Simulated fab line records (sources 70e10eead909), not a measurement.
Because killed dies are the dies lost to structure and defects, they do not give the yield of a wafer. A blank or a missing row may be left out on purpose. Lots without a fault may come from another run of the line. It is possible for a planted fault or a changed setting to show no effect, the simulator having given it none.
fab line records | flow nand-harc
record: lots: 6 wafers: 18 last-day: 31
route steps=1302 shown A_WL_FILL@965 A_CONTACT@983 END@1302
lots that met no fault: taken from a fault-free run of the same line
start-h: hours from the record's opening day to when the first of the lot's shown wafers began | wait-h: hours since the lot's step before | " repeats the value in the row above | L1.1+2: a row that stands for several wafers | - no value, or no start was given | * or withheld: withheld | < > ~ a bound
route shown NAME@n: NAME is a module with steps in the file, n the number in the route of the first one | usual: mean/standard deviation of fault-free wafers | same: alike in all rows | chamber/n: place in a boat | sites: per-site readings | _std_site: their standard deviation | _edge_site: outer sites' mean less inner sites' | radius-mm: how far each site lies from the wafer's centre | mask NAME#n: copy n | behind: the tool/chamber that last shaped the wafer | hold: why the lot went on hold/how many hours it stayed there/how the hold came to an end | device: whichever transistor did not switch (one of n, p or np) | end of line: the tests these same wafers got at the end of their route | where a step has no rows: the recipe by itself | killed: dies lost to structure and defects at the first sort, not the wafer's yield | map: a wafer's dies, marking killed ones x, the rest . and places with no die _
set.NAME: the setting as run; set.NAME@STEP: as run at that earlier step | model.NAME: the simulator's own value behind a step, which no gauge read
lots at some steps of the route; a table a step, a row a wafer
services: a tool's chamber out of use, with start hour (start-h, from the record's first day; less than 0 if before it), hours out, and reason
== steps ==
step: NHARC_A_WL_FILL_ALD_10
recipe: target-thk-a: 500 pulse-time-s: 10 ald-cycles: 500 temp-c: 300 material: SiO2
step: NHARC_A_WL_FILL_ETCHBACK_16
recipe: target-depth-a: 1200 time-s: 24 c4f8-flow-sccm: withheld o2-flow-sccm: 8 ar-flow-sccm: withheld rf-w: 600 bias-w: 800 chemistry: C4F8/O2/Ar
step: NHARC_A_WL_FILL_STRIP_29
recipe: time-s: 20 o2-flow-sccm: 500 ar-flow-sccm: 0 bias-w: 0 chemistry: O2
step: NHARC_A_WL_FILL_ETCHBACK_17
recipe: target-depth-a: 40 time-s: 26.7 chemistry: Cl2/BCl3
step: NHARC_A_WL_FILL_PRECLEAN_18
recipe: time-s: 30 chemistry: dHF
step: NHARC_A_WL_FILL_SRD_21
step: NHARC_A_WL_FILL_CVD_23
recipe: target-thk-a: 400 temp-c: 620 pressure-mtorr: 200 time-s: 800 material: poly-Si
step: NHARC_A_WL_FILL_ETCHBACK_26
recipe: target-depth-a: 520 time-s: 13.3 hbr-flow-sccm: 150 rf-w: 350 icp-w: 350 bias-w: 60 chemistry: HBr
step: NHARC_A_WL_FILL_PRECLEAN_30
recipe: time-s: 10 chemistry: dHF
step: NHARC_A_WL_FILL_SRD_14
step: NHARC_A_WL_FILL_ALD_19
recipe: target-thk-a: 20 pulse-time-s: 3 ald-cycles: 100 temp-c: 450 material: TiN
usual: heater-power-w: 1065/90 precursor-pulse-height-rel: 1.000/0.019
columns lot.wafer tool chamber start-h wait-h heater-power-w precursor-pulse-height-rel
L461.4 ald-metal-03 1 479.09 0.1 1219 1.011
L461.1 " 3 " " 1005 1.027
L461.6 " 0 " " 1156 1.003
L462.3 ald-metal-03 0 495.22 0.1 1171 1.025
L462.5 " 0 " " 1144 0.995
L462.6 " 1 " " 1216 1.003
L464.3 ald-metal-01 0 498.47 0.1 986 0.975
L464.4 " 2 " " 1038 1.020
L464.1 " 3 " " 944 1.009
L470.3 ald-metal-04 1 575.17 0.1 1198 1.036
L470.4 " 2 " " 1000 1.012
L470.1 " 0 " " 1082 1.015
L471.3 ald-metal-01 3 591.49 0.2 954 1.018
L471.6 " 0 " " 963 0.969
L471.5 " 1 " " 972 1.009
L481.4 ald-metal-04 1 669.33 0.1 1177 0.980
L481.6 " 3 " " 1025 0.990
L481.5 " 0 " " 1111 0.992
step: NHARC_A_WL_FILL_CVD_20
recipe: target-thk-a: 1000 temp-c: 400 pressure-torr: 40 wf6-flow-sccm: 40 h2-flow-sccm: 1600 ar-flow-sccm: 1560 time-s: 74 material: W
usual: chamber-pressure-Torr: 40.00/0.092 heater-power-w: 833/75 throttle-valve-pct: 7.88/0.26
columns lot.wafer tool chamber start-h wait-h chamber-pressure-Torr heater-power-w throttle-valve-pct
L461.1 cvd-w-01 0 479.29 - 40.16 758 7.93
L461.4 " 1 " " 40.02 800 7.42
L461.6 " 1 " " 40.00 798 7.85
L462.3 cvd-w-01 1 495.49 - 40.04 802 7.50
L462.6 " 0 " " 40.03 744 8.31
L462.5 " 1 " " 40.03 817 7.60
L464.1 cvd-w-02 1 498.67 - 39.90 970 7.34
L464.3 " 1 " " 40.13 937 7.91
L464.4 " 0 " " 39.98 874 7.73
L470.1 cvd-w-02 0 575.37 - 39.88 859 8.31
L470.3 " 0 " " 39.94 890 8.03
L470.4 " 0 " " 39.96 888 8.25
L471.3 cvd-w-02 0 591.70 - 39.88 895 7.88
L471.6 " 1 " " 40.10 966 7.58
L471.5 " 0 " " 40.01 868 8.26
L481.4 cvd-w-01 1 669.56 - 40.10 793 7.80
L481.5 " 0 " " 39.96 725 8.04
L481.6 " 1 " " 40.12 796 7.50
step: NHARC_A_WL_FILL_CMP_12
recipe: t-overpolish-s: 30 target-thk-nm: 100
usual: motor-current-A: 11.9/1.2 overpolish-run-s: 30.001/0.0085 time-to-endpoint-s: 20.9/2.3
same: t-overpolish-s: 30
columns lot.wafer tool chamber start-h wait-h motor-current-A overpolish-run-s time-to-endpoint-s
L461.4 cmp-04 1 479.50 0.2 13.1 30.007 19.0
L461.1 " 2 " " 14.4 30.017 22.6
L461.6 " 3 " " 10.2 29.993 23.5
L462.3 cmp-02 2 495.63 0.1 13.6 29.992 21.5
L462.5 " 1 " " 11.2 30.016 20.6
L462.6 " 2 " " 12.9 30.000 19.6
L464.1 cmp-03 2 498.85 0.2 10.2 30.007 22.4
L464.3 " 0 " " 12.4 29.980 22.1
L464.4 " 1 " " 13.2 30.015 20.8
L470.1 cmp-04 3 575.68 0.3 10.3 29.992 23.1
L470.3 " 1 " " 12.6 30.009 17.9
L470.4 " 2 " " 14.0 30.003 21.2
L471.3 cmp-03 1 591.89 0.2 12.9 29.999 19.3
L471.5 " 2 " " 10.9 30.009 19.5
L471.6 " 3 " " 12.3 30.003 21.6
L481.4 cmp-02 1 669.70 0.1 10.6 29.987 22.5
L481.6 " 0 " " 10.6 30.012 20.9
L481.5 " 1 " " 11.0 30.002 22.0
step: NHARC_A_WL_FILL_SRD_31
step: NHARC_A_CONTACT_DEP_24
recipe: target-thk-a: 5000 temp-c: 400 pressure-torr: 6.5 rf-w: 900 teos-flow-sccm: 161.4 flow-sccm: 2650 target-thk-nm: 500 gas: O2 material: SiO2
step: NHARC_A_CONTACT_DEP_28
recipe: target-thk-a: 70000 temp-c: 400 material: aC
usual: throttle-valve-pct: 35.000/0.0093
columns lot.wafer tool chamber start-h wait-h throttle-valve-pct
L461.1 acl-dep-03 0 480.75 0.2 35.013
L461.4 " 0 482.86 2.3 34.996
L461.6 " 0 484.26 3.7 35.012
L462.3 acl-dep-03 0 499.35 2.7 35.010
L462.5 " 0 500.74 4.0 34.986
L462.6 " 0 " " 34.998
L464.1 acl-dep-01 0 501.11 1.2 34.988
L464.3 " 0 502.52 2.6 35.008
L464.4 " 0 " " 35.010
L470.1 acl-dep-03 0 576.82 0.1 35.005
L470.3 " 0 578.26 1.5 35.007
L470.4 " 0 " " 35.010
L471.3 acl-dep-03 0 594.37 1.5 34.993
L471.5 " 0 595.78 2.9 34.998
L471.6 " 0 " " 34.979
L481.4 acl-dep-01 0 672.94 2.2 34.993
L481.5 " 0 " " 35.014
L481.6 " 0 " " 35.012
step: NHARC_A_CONTACT_DEP_29
recipe: target-thk-a: 1000 target-thk-nm: 100 temp-c: 400 pressure-torr: 3.5 flow-sccm: 200 rf-w: 350 material: SiON
step: NHARC_A_CONTACT_DEHYDRATE_32
recipe: temp-c: 150 time-s: 120
step: NHARC_A_CONTACT_HMDS_33
recipe: time-s: 30
step: NHARC_A_CONTACT_COAT_34
recipe: temp-c: 260 time-s: 75
step: NHARC_A_CONTACT_COAT_35
recipe: temp-c: 225 time-s: 65
step: NHARC_A_CONTACT_COAT_36
recipe: spin-rpm: 1500 resist-thk-nm: 90
step: NHARC_A_CONTACT_SOFTBAKE_37
recipe: temp-c: 105 time-s: 55
step: NHARC_A_CONTACT_EBR_38
step: NHARC_A_CONTACT_EXPOSE_39
recipe: na: 1.35 sigma-outer: 0.8 dose-mj: 58.79 mask-id: A_CC_3
step: NHARC_A_CONTACT_PEB_40
recipe: peb-temp-c: 100 peb-time-s: 65
step: NHARC_A_CONTACT_DEVELOP_41
recipe: develop-time-s: 35 dev-temp-c: 23
step: NHARC_A_CONTACT_CD_MEAS_42
recipe: target-cd-nm: 300 landing-energy-ev: 500
usual: cd-nm: 300.2/0.46
columns lot.wafer tool chamber start-h wait-h cd-nm
L461.1 cd-sem-03 0 485.59 - 300.9
L461.4 " 0 " " 301.1
L461.6 " 0 " " 300.3
L462.3 cd-sem-01 0 502.87 - 299.4
L462.5 " 0 " " 299.5
L462.6 " 0 " " 299.7
L464.1 cd-sem-03 0 506.09 - 300.4
L464.3 " 0 " " 299.9
L464.4 " 0 " " 300.2
L470.1 cd-sem-03 0 581.88 - 300.6
L470.3 " 0 " " 300.8
L470.4 " 0 " " 300.1
L471.3 cd-sem-01 0 597.95 - 299.9
L471.5 " 0 " " 301.1
L471.6 " 0 " " 300.9
L481.4 cd-sem-01 0 675.82 - 300.3
L481.5 " 0 " " 300.0
L481.6 " 0 " " 300.0
step: NHARC_A_CONTACT_OVL_MEAS_43
usual: overlay-x-nm: 0.1/0.82 overlay-y-nm: -0.1/0.91
columns lot.wafer tool chamber start-h wait-h overlay-x-nm overlay-y-nm
L461.1 overlay-01 - 485.68 - 1.1 -0.1
L461.4 " - " " 0.9 0.9
L461.6 " - " " 0.5 0.4
L462.3 overlay-01 - 502.95 - 0.4 -0.5
L462.5 " - " " 0.4 -0.7
L462.6 " - " " 0.1 -0.6
L464.1 overlay-01 - 506.17 - 0.4 1.9
L464.3 " - " " 1.5 1.3
L464.4 " - " " 0.6 0.9
L470.1 overlay-02 - 581.97 - -0.6 -0.5
L470.3 " - " " -1.0 0.0
L470.4 " - " " -0.2 0.2
L471.3 overlay-01 - 598.03 - -0.1 -1.5
L471.5 " - " " 0.2 -1.9
L471.6 " - " " -0.2 -1.7
L481.4 overlay-02 - 675.91 - 0.1 -0.6
L481.5 " - " " 0.4 -1.2
L481.6 " - " " 0.9 0.5
step: NHARC_A_CONTACT_DESCUM_47
recipe: time-s: 3 o2-flow-sccm: 200 ar-flow-sccm: 0 bias-power-w: 0 chemistry: O2
usual: drypump-motor-current-A: 5.9/0.33 oes-product-au: 1.004/0.0076 rf-vpp-V: 58.1/0.88 showerhead-plenum-p-Torr: 1.97/0.083 throttle-valve-pct: 11.312/0.009
columns lot.wafer tool chamber start-h wait-h drypump-motor-current-A oes-product-au rf-hours-counter-h rf-vpp-V showerhead-plenum-p-Torr throttle-valve-pct
L461.1 rie-diel-07 1 485.78 0.1 5.9 0.993 0 58.3 2.00 11.314
L461.4 " 2 " " 6.1 1.018 0 58.7 2.06 11.305
L461.6 " 2 " " 6.1 1.015 - 59.6 2.06 11.326
L462.3 rie-diel-11 0 503.06 0.1 6.4 0.993 17 56.9 1.88 11.318
L462.5 " 3 " " 5.8 1.001 - 59.3 2.07 11.313
L462.6 " 0 " " 6.4 1.000 - 58.5 1.88 11.309
L464.4 rie-diel-07 1 506.27 0.1 5.9 1.002 3 57.3 2.00 11.322
L464.3 " 2 " " 6.1 1.014 3 57.3 2.06 11.314
L464.1 " 0 " " 6.1 1.015 4 59.4 1.99 11.305
L470.4 rie-diel-11 1 582.07 0.1 5.8 0.995 44 58.3 1.97 11.310
L470.3 " 2 " " 5.5 0.993 43 58.2 1.76 11.315
L470.1 " 0 " " 6.4 1.007 44 57.7 1.87 11.317
L471.3 rie-diel-07 2 598.15 0.1 6.0 1.018 17 58.7 2.06 11.311
L471.5 " 3 " " 6.3 1.008 - 58.5 1.96 11.305
L471.6 " 0 " " 6.2 1.004 - 58.9 1.99 11.307
L481.5 rie-diel-07 2 676.04 0.1 6.1 0.998 - 58.3 2.05 11.327
L481.4 " 3 " " 6.2 0.996 - 57.7 1.95 11.319
L481.6 " 1 " " 5.9 0.992 - 58.1 1.98 11.297
step: NHARC_A_CONTACT_ETCH_48
recipe: target-depth-a: 390 over-etch-frac: 0.3 time-s: 65 ion-energy-ev: 80 cf4-flow-sccm: 150 ar-flow-sccm: 0 rf-w: 300 bias-w: 100 chemistry: CF4
step: NHARC_A_CONTACT_ETCH_49
recipe: target-depth-a: 2600 over-etch-frac: 0.3 time-s: 475.3 ion-energy-ev: 200 n2-flow-sccm: 150 h2-flow-sccm: 150 ar-flow-sccm: 0 rf-w: 400 bias-w: 150 chemistry: N2/H2
step: NHARC_A_CONTACT_ETCH_50
recipe: target-depth-a: 1210 time-s: 60.5 cf4-flow-sccm: 100 chf3-flow-sccm: 30 ar-flow-sccm: 0 rf-w: 500 bias-w: 200 chemistry: CF4/CHF3
usual: drypump-motor-current-A: 6.0/0.31 oes-product-au: 0.954/0.02 rf-vpp-V: 372.0/2.2 showerhead-plenum-p-Torr: 1.62/0.061 throttle-valve-pct: 16.803/0.0084
columns lot.wafer tool chamber start-h wait-h drypump-motor-current-A oes-product-au rf-hours-counter-h rf-vpp-V showerhead-plenum-p-Torr throttle-valve-pct
L461.4 rie-diel-07 2 - - 6.1 0.962 2 373.9 1.69 16.795
L461.1 " 3 " " 6.2 0.953 2 371.9 1.61 16.791
L461.6 " 0 " " 6.2 0.953 - 372.9 1.64 16.800
L462.3 rie-diel-11 2 - - 5.6 0.925 17 367.3 1.46 16.809
L462.5 " 3 " " 5.8 0.933 - 373.8 1.70 16.806
L462.6 " 0 " " 6.4 0.922 - 370.7 1.55 16.789
L464.4 rie-diel-07 3 - - 6.3 0.932 4 372.4 1.61 16.790
L464.3 " 0 " " 6.2 0.937 4 372.2 1.64 16.800
L464.1 " 1 " " 5.9 0.927 3 371.7 1.64 16.793
L470.1 rie-diel-11 0 - - 6.4 0.926 45 370.1 1.54 16.783
L470.3 " 1 " " 5.8 0.912 44 372.0 1.61 16.806
L470.4 " 2 " " 5.6 0.920 43 365.9 1.46 16.804
L471.3 rie-diel-07 2 - - 6.1 0.987 17 374.5 1.69 16.806
L471.6 " 1 " " 5.9 0.973 - 372.3 1.63 16.805
L471.5 " 2 " " 6.1 0.993 - 374.2 1.69 16.801
L481.4 rie-diel-07 1 - - 5.9 0.960 - 372.4 1.63 16.812
L481.5 " 2 " " 6.1 0.960 - 373.4 1.68 16.815
L481.6 " 3 " " 6.2 0.962 - 370.9 1.60 16.807
step: NHARC_A_CONTACT_ETCH_51
recipe: target-depth-a: 70000 over-etch-frac: 0.3 time-s: 1820 ion-energy-ev: 150 o2-flow-sccm: 400 cos-flow-sccm: 20 ar-flow-sccm: 0 rf-w: 500 bias-w: 300 chemistry: O2/COS
step: NHARC_A_CONTACT_ETCH_111
recipe: source-w: withheld pressure-mtorr: 20 bias-v: withheld time-s: 140 target-depth-a: 7000 ar-flow-sccm: withheld c4f8-flow-sccm: withheld o2-flow-sccm: withheld chemistry: C4F8/O2/Ar
step: NHARC_END_SORT_01
recipe: temp-c: 25
usual: killed-at-array: 64/16 killed-at-other: 1.0/1.1 killed-at-periphery: 3.5/2.3 killed-dies: 69/17 killed-open: 3.2/1.6 killed-short: 2.4/1.6
same: gross-dies: 677
columns lot.wafer tool chamber start-h wait-h killed-at-array killed-at-other killed-at-periphery killed-dies killed-open killed-short
L470.1 prober-01 0 651.40 2.5 164 4 2 170 1 4
L470.3 prober-01 0 653.00 3.1 157 6 3 166 3 3
L470.4 prober-01 0 653.80 3.4 148 1 7 156 3 2
L471.3 prober-02 0 665.70 3.1 161 1 1 163 2 5
L471.5 prober-02 0 667.30 3.7 157 0 4 161 4 1
L471.6 prober-02 0 668.09 4.0 138 1 1 140 4 4
killed by level:class
L470.1 A_WL_FILL:unspecified=103 A_SLIT:chamber-film-flake=37 A_CHANNEL_HOLE_D2:chamber-film-flake=8 A_CHANNEL_HOLE_D1:chamber-film-flake=5 THIN_TSV:chamber-film-flake=4 A_CHANNEL_FILL_D1:chamber-film-flake=3 A_CONTACT:chamber-film-flake=3 P_M2:chamber-film-flake=2
L470.3 A_WL_FILL:unspecified=110 A_SLIT:chamber-film-flake=29 A_CHANNEL_HOLE_D2:chamber-film-flake=7 THIN_TSV:chamber-film-flake=6 P_M2:chamber-film-flake=3 A_CHANNEL_HOLE_D2:geometric-particle:open=2 A_CHANNEL_FILL_D2:geometric-particle:short=2 A_ONON_D2:geometric-particle:open=1
L470.4 A_WL_FILL:unspecified=104 A_SLIT:chamber-film-flake=24 A_CHANNEL_HOLE_D2:chamber-film-flake=7 P_M2:chamber-film-flake=4 A_CONTACT:chamber-film-flake=4 A_CHANNEL_HOLE_D1:chamber-film-flake=2 A_CHANNEL_FILL_D1:chamber-film-flake=2 P_GATE:geometric-particle:open=1
L471.3 A_WL_FILL:unspecified=103 A_CHANNEL_HOLE_D1:chamber-film-flake=31 A_CHANNEL_HOLE_D2:chamber-film-flake=18 A_ONON_D2:geometric-particle:short=3 A_SLIT:chamber-film-flake=2 A_DECK1_JOINT:geometric-particle:open=1 A_SGD_CUT:geometric-particle:open=1 A_M0:geometric-particle:short=1
L471.5 A_WL_FILL:unspecified=104 A_CHANNEL_HOLE_D1:chamber-film-flake=33 A_CHANNEL_HOLE_D2:chamber-film-flake=12 A_M1:chamber-film-flake=5 P_CONTACT:geometric-particle:open=2 P_M0:geometric-particle:open=1 A_CHANNEL_FILL_D1:geometric-particle:short=1 A_DECK1_JOINT:geometric-particle:open=1
L471.6 A_WL_FILL:unspecified=73 A_CHANNEL_HOLE_D1:chamber-film-flake=31 A_CHANNEL_HOLE_D2:chamber-film-flake=21 A_WL_FILL:geometric-particle:short=2 A_SLIT:chamber-film-flake=2 A_WL_FILL:chamber-film-flake=2 A_CHANNEL_FILL_D1:geometric-particle:short=1 A_CHANNEL_FILL_D1:geometric-particle:open=1
map L470.1 (x killed, . not)
____________.____________
_________..xx..._________
_______.....xx..xx_______
______......xxxxx.x______
_____..x..xxxxxxxxx._____
____.xxx..x.xxxxxx...____
____......xxxxxxxx...____
___.x....xxxxxxxxx....___
___.......xxxxxxxx....___
__..x.....xxxxxxxxx.x..__
__...x...xxxxxxxxx.x..x__
_........xxxxxxxxx.x..x._
_x.....x..xxxxxxxx..x..._
_..........xxxxxxxx.xxxx_
_.........x.xxx..x...x.._
_.........xxxx.xx......._
.........................
.........................
.x................x......
............x...x.......x
........x..xxx.xx........
_...........x.x........._
_...........xxxxx......._
_..........x.xxxx.x....._
_..........xxxxxx......._
_....x.....x.xxx........_
__..........xxx........__
__.............x.......__
___...........x.......___
___x..................___
____..........xx.....____
____.................____
_____..............._____
______.............______
_______..........._______
_________......._________
____________.____________
map L471.3 (x killed, . not)
____________x____________
_________....xxx_________
_______.x....x..x._______
______......xxx.x..______
_____.....xxxxxx...._____
____......xxxxxxx....____
____......xxxxxxxx...____
___.......xxxxxxxxx..x___
___......xxxxxxxxx....___
__.......xxxxxxxxx....x__
__.......xxxxxxxxxxxx.x__
_........xxxxxxxxxx.xxx._
_........xxxxxxxxx.xx..._
_.........xxxxxxxxx..x.._
_....x.....xxxxxx..xx..._
_.........x..xx.x..x.x.._
....................x....
...x...xxx.....x.........
......xxx..........x.....
.....x.xxx.x.............
......xxxx.......x.......
_....x.xx.x.......x....._
_....xxxx..............._
_....xxxx..............._
_....x...x.....x........_
_........x.............._
__....x................__
__.....................__
___...x...............___
___...................___
____.................____
____.................____
_____..............._____
______x............______
_______..........._______
_________......._________
____________.____________
== services ==
columns tool chamber start-h hours kind
rie-diel-07 1 455.60 10.1 repair
cmp-03 - 456.03 4.0 pm
cmp-04 - 462.91 1.4 repair
rie-diel-07 - 471.20 9.0 pm
ald-metal-04 - 474.00 10.0 pm
cvd-w-02 - 474.30 0.7 repair
acl-dep-03 - 484.96 13.0 pm
cmp-04 - 503.08 4.0 pm
ald-metal-01 - 526.00 10.0 pm
cmp-02 - 526.81 4.0 pm
cmp-03 - 527.66 5.3 repair
ald-metal-01 1 542.12 26.1 repair
ald-metal-01 2 542.54 7.6 repair
cvd-w-01 - 547.00 13.0 pm
cmp-03 - 549.41 5.0 repair
rie-diel-07 2 563.04 10.5 repair
cvd-w-02 1 565.83 14.2 repair
cvd-w-01 1 567.79 15.2 repair
rie-diel-11 - 609.92 9.0 pm
cvd-w-02 - 631.00 13.0 pm
rie-diel-07 - 648.20 9.0 pm
acl-dep-03 - 667.64 13.0 pm
cvd-w-02 1 668.67 1.5 repair
rie-diel-07 0 670.15 9.9 repair
== key ==
first-sign: step: NHARC_END_SORT_01 reading: killed-at-array direction: up sigmas: 5.5 usual: 64 struck: 154
effect: step: NHARC_END_SORT_01 reading: killed-dies direction: up sigmas: 5.5 usual: 69 struck: 159
more-kills-born-at: NHARC_A_WL_FILL_CVD_20@cvd-w-02: 597
met-at NHARC_A_WL_FILL_CVD_20
struck-wafers L470.1,L470.3,L470.4,L471.3,L471.5,L471.6
tester-left-out L470,L471
onset-between 498.67 575.37
also-fits NHARC_A_CONTACT_DEP_28:acl-dep-03
fault: kind: chamber-particle-source tool: cvd-w-02 chamber: - onset-h: 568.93 steps: NHARC_A_WL_FILL_CVD_20 rate-per-visit-cm2: 1.9185 end-h: 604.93
tester-left-out: of these lots the tester's yield and bins aren't shown, on N5 and GAA mostly nor the transistor test; their killed dies are dies lost to structure and defects alone, not to doping, threshold or leakage, so they don't give the yield
